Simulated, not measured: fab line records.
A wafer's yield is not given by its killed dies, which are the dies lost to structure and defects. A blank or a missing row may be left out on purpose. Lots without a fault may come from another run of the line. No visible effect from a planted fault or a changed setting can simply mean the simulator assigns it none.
fab line records + flow n5-finfet
record
- lots=12
- wafers=33
- last-day=19
route steps=1938 shown BEOL_M8@1346
lots with no fault: from the same line, run without faults
start-h: hours from the record's opening day to when the first of the lot's shown wafers began + wait-h: hours from the lot's prior step to this one + " the same as in the row above + L1.1+2: several wafers, shown together as one row + - no value, or no start given + * or withheld: withheld + < > ~ a bound
route shown NAME@n: NAME is a module with steps in the file, n the number in the route of the first one + usual: mean/standard deviation taken from wafers without a fault + same: alike in all rows + chamber/n: place in a boat + sites: readings site by site + _std_site: standard deviation of those values + _edge_site: mean of outer sites minus mean of inner sites + radius-mm: for every site, how far away it sits from the centre of the wafer + mask NAME#n: copy n + behind: tool/chamber where the wafer was last shaped + hold: reason for holding the lot/hours on hold/outcome of the hold + device: whichever transistor did not switch (one of n, p or np) + end of line: the same wafers' tests at the end of the route + for a step that has no rows: nothing shown but its recipe + killed: the dies lost at the first sort to structure and to defects; this is not the yield of the wafer + map: per-die view of a wafer (x killed, . not killed, _ where there is no die)
set.NAME: the setting that was run; set.NAME@STEP: the one run at that earlier step + model.NAME: the simulator's own value behind a step, which no gauge read
route steps across a sampled set of lots; one table per step, one row per wafer
services: a tool's chamber out of use, with start hour (start-h, from the record's first day; less than 0 if before it), hours out, and reason
## steps
# step N5_BEOL_M8_OVL_MEAS_12
# recipe
- points-per-wafer=44
# usual
- M8_OVL=-0.6/0.89
# same
- points-per-wafer=44
| lot.wafer | tool       | chamber | start-h | wait-h | M8_OVL[nm] |
|-----------|------------|---------|---------|--------|------------|
| L936.3    | overlay-01 | 0       | 216.24  | 0.0    | -0.4       |
| L936.4    | "          | 0       | "       | "      | -0.7       |
| L936.6    | "          | 0       | "       | "      | 0.2        |
| L939.1    | overlay-01 | 0       | 228.01  | 0.0    | -0.8       |
| L939.4    | "          | 0       | "       | "      | 0.2        |
| L938.3    | overlay-02 | 0       | 228.39  | 0.0    | -0.5       |
| L938.4    | "          | 0       | "       | "      | -0.6       |
| L938.5    | "          | 0       | "       | "      | -0.9       |
| L941.1    | overlay-02 | 0       | 247.42  | 0.0    | -0.2       |
| L941.6    | "          | 0       | "       | "      | -0.8       |
| L943.2    | overlay-01 | 0       | 266.19  | 0.0    | -0.8       |
| L943.4    | "          | 0       | "       | "      | -1.0       |
| L943.5    | "          | 0       | "       | "      | -0.2       |
| L947.1    | overlay-01 | 0       | 275.97  | 0.0    | -2.0       |
| L947.6    | "          | 0       | "       | "      | -0.9       |
| L946.3    | overlay-02 | 0       | 281.94  | 0.0    | 0.1        |
| L946.4    | "          | 0       | "       | "      | 0.2        |
| L946.5    | "          | 0       | "       | "      | -0.6       |
| L948.3    | overlay-02 | 0       | 289.92  | 0.0    | -0.6       |
| L948.4    | "          | 0       | "       | "      | 0.6        |
| L948.6    | "          | 0       | "       | "      | 0.4        |
| L953.1    | overlay-02 | 0       | 331.01  | 0.0    | 0.1        |
| L953.3    | "          | 0       | "       | "      | 0.4        |
| L953.4    | "          | 0       | "       | "      | 0.0        |
| L956.4    | overlay-02 | 0       | 347.78  | 0.0    | 0.6        |
| L956.5    | "          | 0       | "       | "      | -0.1       |
| L956.6    | "          | 0       | "       | "      | 1.0        |
| L958.2    | overlay-02 | 0       | 359.48  | 0.0    | 0.5        |
| L958.3    | "          | 0       | "       | "      | -0.3       |
| L958.5    | "          | 0       | "       | "      | -1.0       |
| L957.3    | overlay-02 | 0       | 359.60  | 0.0    | -1.9       |
| L957.5    | "          | 0       | "       | "      | -2.1       |
| L957.6    | "          | 0       | "       | "      | -1.8       |
# step N5_BEOL_M8_STRIP_19
# recipe
- chemistry=O2
- power-w=400
- temp-c=40
- pressure-mtorr=30
- rf-frequency-hz=6e+07
- bias-power-w=0
- overash-fraction=0.2
- o2-flow-sccm=225
# usual
- drypump-motor-current-A=5.6/0.44
- oes-product-au=0.77/0.065
- rf-vpp-V=3.6/0.64
- showerhead-plenum-p-Torr=2.10/0.075
- temp-c=39.98/0.1
- throttle-valve-pct=16.68/0.17
| lot.wafer | tool        | chamber | start-h | wait-h | drypump-motor-current-A | oes-product-au | rf-hours-counter-h | rf-vpp-V | showerhead-plenum-p-Torr | temp-c | throttle-valve-pct |
|-----------|-------------|---------|---------|--------|-------------------------|----------------|--------------------|----------|--------------------------|--------|--------------------|
| L936.3    | rie-diel-02 | 1       | 217.64  | 0.1    | 5.2                     | 0.75           | 138                | 3.2      | 2.09                     | 39.93  | 16.59              |
| L936.4    | "           | 0       | "       | "      | 6.1                     | 0.79           | 135                | 3.1      | 1.99                     | 40.03  | 16.64              |
| L936.6    | "           | 0       | "       | "      | 6.2                     | 0.78           | -                  | 3.3      | 1.99                     | 40.01  | 16.63              |
| L939.1    | rie-diel-02 | 3       | 228.45  | 0.1    | 4.9                     | 0.83           | 63                 | 3.8      | 2.16                     | 40.09  | 16.84              |
| L939.4    | "           | 0       | "       | "      | 6.1                     | 0.79           | 140                | 3.8      | 1.99                     | 39.99  | 16.62              |
| L938.3    | rie-diel-02 | 2       | 228.83  | 0.1    | 5.8                     | 0.76           | 117                | 4.2      | 2.16                     | 40.09  | 16.40              |
| L938.4    | "           | 0       | "       | "      | 6.1                     | 0.77           | 140                | 5.3      | 1.99                     | 40.11  | 16.62              |
| L938.5    | "           | 0       | "       | "      | 6.2                     | 0.77           | -                  | 3.9      | 1.99                     | 39.81  | 16.63              |
| L941.1    | rie-diel-04 | 3       | 248.09  | 0.2    | 5.7                     | 0.69           | 224                | 3.5      | 2.16                     | 39.79  | 16.75              |
| L941.6    | "           | 2       | "       | "      | 4.7                     | 0.86           | -                  | 2.8      | 2.12                     | 40.11  | 16.66              |
| L943.2    | rie-diel-02 | 3       | 266.90  | 0.1    | 4.9                     | 0.82           | 79                 | 3.5      | 2.15                     | 40.00  | 16.88              |
| L943.4    | "           | 1       | "       | "      | 5.2                     | 0.71           | 156                | 2.8      | 2.08                     | 39.97  | 16.59              |
| L943.5    | "           | 1       | "       | "      | 5.2                     | 0.71           | -                  | 3.8      | 2.08                     | 40.03  | 16.60              |
| L947.1    | rie-diel-01 | 0       | 276.50  | 0.2    | 6.2                     | 0.73           | 161                | 3.9      | 2.02                     | 40.06  | 16.97              |
| L947.6    | "           | 2       | "       | "      | 5.6                     | 0.78           | -                  | 3.0      | 2.11                     | 40.17  | 16.61              |
| L946.3    | rie-diel-01 | 0       | 282.89  | 0.2    | 6.2                     | 0.73           | 163                | 4.2      | 2.02                     | 40.02  | 16.96              |
| L946.4    | "           | 1       | "       | "      | 5.8                     | 0.76           | 133                | 3.6      | 2.02                     | 39.76  | 16.54              |
| L946.5    | "           | 0       | "       | "      | 6.2                     | 0.73           | -                  | 4.1      | 2.02                     | 40.06  | 16.97              |
| L948.3    | rie-diel-02 | 2       | 290.36  | 0.1    | 5.8                     | 0.74           | 140                | 3.1      | 2.15                     | 40.05  | 16.44              |
| L948.4    | "           | 3       | "       | "      | 4.9                     | 0.81           | 87                 | 3.1      | 2.15                     | 40.05  | 16.89              |
| L948.6    | "           | 2       | "       | "      | 5.8                     | 0.74           | -                  | 3.0      | 2.16                     | 40.09  | 16.45              |
| L953.1    | rie-diel-04 | 0       | 331.55  | 0.1    | 5.6                     | 0.88           | 47                 | 4.4      | 2.24                     | 39.93  | 16.49              |
| L953.3    | "           | 2       | "       | "      | 4.7                     | 0.82           | 78                 | 3.7      | 2.11                     | 39.92  | 16.72              |
| L953.4    | "           | 2       | "       | "      | 4.7                     | 0.82           | -                  | 2.5      | 2.11                     | 39.99  | 16.72              |
| L956.4    | rie-diel-01 | 2       | 348.36  | 0.1    | 5.6                     | 0.76           | 147                | 3.2      | 2.10                     | 39.85  | 16.65              |
| L956.5    | "           | 3       | "       | "      | 5.4                     | 0.71           | -                  | 3.2      | 2.00                     | 40.03  | 16.97              |
| L956.6    | "           | 2       | "       | "      | 5.6                     | 0.76           | -                  | 4.1      | 2.10                     | 40.09  | 16.64              |
| L958.2    | rie-diel-02 | 1       | 360.09  | 0.2    | 5.2                     | 0.70           | 188                | 3.0      | 2.07                     | 39.91  | 16.68              |
| L958.3    | "           | 0       | "       | "      | 6.1                     | 0.73           | 185                | 2.7      | 1.97                     | 40.09  | 16.70              |
| L958.5    | "           | 1       | "       | "      | 5.2                     | 0.70           | -                  | 3.3      | 2.07                     | 39.83  | 16.67              |
| L957.3    | rie-diel-01 | 0       | 360.33  | 0.1    | 6.2                     | 0.70           | 189                | 4.1      | 2.01                     | 40.13  | 17.00              |
| L957.5    | "           | 2       | "       | "      | 5.6                     | 0.74           | -                  | 2.9      | 2.10                     | 39.99  | 16.65              |
| L957.6    | "           | 1       | "       | "      | 5.8                     | 0.74           | -                  | 4.4      | 2.01                     | 39.90  | 16.56              |
# step N5_BEOL_M8_CD_MEAS_18
# recipe
- pitch-nm=80
- target-cd-nm=40
# usual
- cd-nm=39.5/0.81
| lot.wafer | tool      | chamber | start-h | wait-h | cd-nm |
|-----------|-----------|---------|---------|--------|-------|
| L936.3    | cd-sem-01 | -       | 217.72  | 0.1    | 38.6  |
| L936.4    | "         | -       | "       | "      | 39.0  |
| L936.6    | "         | -       | "       | "      | 38.7  |
| L939.1    | cd-sem-03 | -       | 228.52  | 0.0    | 41.5  |
| L939.4    | "         | -       | "       | "      | 40.8  |
| L938.3    | cd-sem-02 | -       | 228.91  | 0.1    | 40.1  |
| L938.4    | "         | -       | "       | "      | 38.9  |
| L938.5    | "         | -       | "       | "      | 39.3  |
| L941.1    | cd-sem-03 | -       | 248.17  | 0.1    | 40.2  |
| L941.6    | "         | -       | "       | "      | 40.3  |
| L943.2    | cd-sem-03 | -       | 266.97  | 0.1    | 38.4  |
| L943.4    | "         | -       | "       | "      | 39.2  |
| L943.5    | "         | -       | "       | "      | 38.1  |
| L947.1    | cd-sem-02 | -       | 276.57  | 0.0    | 40.0  |
| L947.6    | "         | -       | "       | "      | 38.9  |
| L946.3    | cd-sem-01 | -       | 282.97  | 0.1    | 37.9  |
| L946.4    | "         | -       | "       | "      | 38.3  |
| L946.5    | "         | -       | "       | "      | 37.5  |
| L948.3    | cd-sem-01 | -       | 290.44  | 0.1    | 39.2  |
| L948.4    | "         | -       | "       | "      | 38.5  |
| L948.6    | "         | -       | "       | "      | 39.4  |
| L953.1    | cd-sem-02 | -       | 331.62  | 0.0    | 39.5  |
| L953.3    | "         | -       | "       | "      | 38.8  |
| L953.4    | "         | -       | "       | "      | 39.2  |
| L956.4    | cd-sem-03 | -       | 348.44  | 0.1    | 38.9  |
| L956.5    | "         | -       | "       | "      | 39.9  |
| L956.6    | "         | -       | "       | "      | 39.4  |
| L958.2    | cd-sem-02 | -       | 360.16  | 0.1    | 39.8  |
| L958.3    | "         | -       | "       | "      | 39.2  |
| L958.5    | "         | -       | "       | "      | 40.5  |
| L957.3    | cd-sem-03 | -       | 360.41  | 0.1    | 38.9  |
| L957.5    | "         | -       | "       | "      | 39.4  |
| L957.6    | "         | -       | "       | "      | 39.9  |
# step N5_BEOL_M8_COAT_71
# recipe
- resist=underlayer
- temp-c=205
- time-s=60
- spin-rpm=1500
- resist-thk-nm=5
# usual
- plate-temp-C=205.04/0.17
- spin-speed-rpm=1500.0/0.96
| lot.wafer | tool           | chamber | start-h | wait-h | plate-temp-C | spin-speed-rpm |
|-----------|----------------|---------|---------|--------|--------------|----------------|
| L936.3    | litho-track-04 | 0       | 217.77  | -      | 204.77       | 1499.8         |
| L936.4    | "              | 0       | "       | "      | 204.98       | 1499.5         |
| L936.6    | "              | 0       | "       | "      | 204.92       | 1498.9         |
| L939.1    | litho-track-01 | 0       | 229.73  | -      | 205.12       | 1501.6         |
| L939.4    | "              | 0       | "       | "      | 205.33       | 1499.1         |
| L938.3    | litho-track-04 | 0       | 229.73  | -      | 204.82       | 1499.3         |
| L938.4    | "              | 0       | "       | "      | 204.70       | 1499.4         |
| L938.5    | "              | 0       | "       | "      | 204.81       | 1499.5         |
| L941.1    | litho-track-02 | 0       | 249.32  | -      | 205.05       | 1500.9         |
| L941.6    | "              | 0       | "       | "      | 205.21       | 1500.5         |
| L943.2    | litho-track-02 | 0       | 267.28  | -      | 204.95       | 1500.7         |
| L943.4    | "              | 0       | "       | "      | 205.04       | 1501.3         |
| L943.5    | "              | 0       | "       | "      | 204.90       | 1500.6         |
| L947.1    | litho-track-01 | 0       | 278.02  | -      | 204.89       | 1501.2         |
| L947.6    | "              | 0       | "       | "      | 204.77       | 1498.9         |
| L946.3    | litho-track-02 | 0       | 283.44  | -      | 205.22       | 1499.2         |
| L946.4    | "              | 0       | "       | "      | 205.06       | 1500.6         |
| L946.5    | "              | 0       | "       | "      | 204.74       | 1499.9         |
| L948.3    | litho-track-04 | 0       | 292.31  | -      | 204.93       | 1498.9         |
| L948.4    | "              | 0       | "       | "      | 204.96       | 1498.7         |
| L948.6    | "              | 0       | "       | "      | 204.81       | 1499.8         |
| L953.1    | litho-track-04 | 0       | 331.67  | -      | 204.72       | 1630.1         |
| L953.3    | "              | 0       | "       | "      | 204.63       | 1633.1         |
| L953.4    | "              | 0       | "       | "      | 205.03       | 1631.9         |
| L956.4    | litho-track-04 | 0       | 349.71  | -      | 205.34       | 1632.1         |
| L956.5    | "              | 0       | "       | "      | 205.34       | 1631.6         |
| L956.6    | "              | 0       | "       | "      | 205.42       | 1631.1         |
| L958.2    | litho-track-01 | 0       | 360.23  | -      | 205.34       | 1500.0         |
| L958.3    | "              | 0       | "       | "      | 205.32       | 1501.5         |
| L958.5    | "              | 0       | "       | "      | 205.21       | 1501.8         |
| L957.3    | litho-track-02 | 0       | 360.45  | -      | 205.21       | 1500.3         |
| L957.5    | "              | 0       | "       | "      | 204.97       | 1498.8         |
| L957.6    | "              | 0       | "       | "      | 205.04       | 1501.6         |
## services
| tool           | chamber | start-h | hours | kind                          |
|----------------|---------|---------|-------|-------------------------------|
| rie-diel-04    | 0       | 204.10  | -     | clean                         |
| rie-diel-04    | 0       | 204.10  | -     | consumable-replace:focus-ring |
| rie-diel-04    | 0       | 204.10  | -     | consumable-replace:showerhead |
| rie-diel-04    | 0       | 204.10  | 12.5  | scheduled-down                |
| rie-diel-04    | 0       | 204.10  | 12.5  | vent-cycle                    |
| rie-diel-01    | -       | 205.96  | 2.7   | repair                        |
| rie-diel-04    | 1       | 218.53  | 47.5  | repair                        |
| rie-diel-02    | 2       | 251.79  | 2.0   | repair                        |
| rie-diel-02    | 0       | 254.07  | 3.1   | repair                        |
| litho-track-01 | -       | 268.00  | -     | consumable-replace:filter     |
| litho-track-04 | -       | 287.22  | -     | consumable-replace:filter     |
| rie-diel-04    | 1       | 304.65  | 10.7  | repair                        |
| rie-diel-04    | 3       | 315.41  | -     | clean                         |
| rie-diel-04    | 3       | 315.41  | -     | consumable-replace:focus-ring |
| rie-diel-02    | -       | 322.87  | 0.1   | repair                        |
| rie-diel-04    | -       | 344.56  | 3.4   | repair                        |
| rie-diel-02    | 3       | 357.61  | 11.6  | repair                        |
## key
first-sign
- step=N5_BEOL_M8_COAT_71
- reading=spin-speed-rpm
- direction=up
- sigmas=99+
- usual=*
- struck=*
effect none on later readings
met-at N5_BEOL_M8_COAT_71
struck-lots L953,L956
not-acting-at N5_BEOL_M8_OVL_MEAS_12,N5_BEOL_M8_STRIP_19,N5_BEOL_M8_CD_MEAS_18
onset-between 292.31 331.67
fault
- kind=process-parameter-drift
- tool=litho-track-04
- chamber=-
- onset-h=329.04
- steps=N5_BEOL_M8_COAT_71
- channel=spin-rpm
- offset=*
- shape=step
- end-h=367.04
- acts-in=*
- stated=*
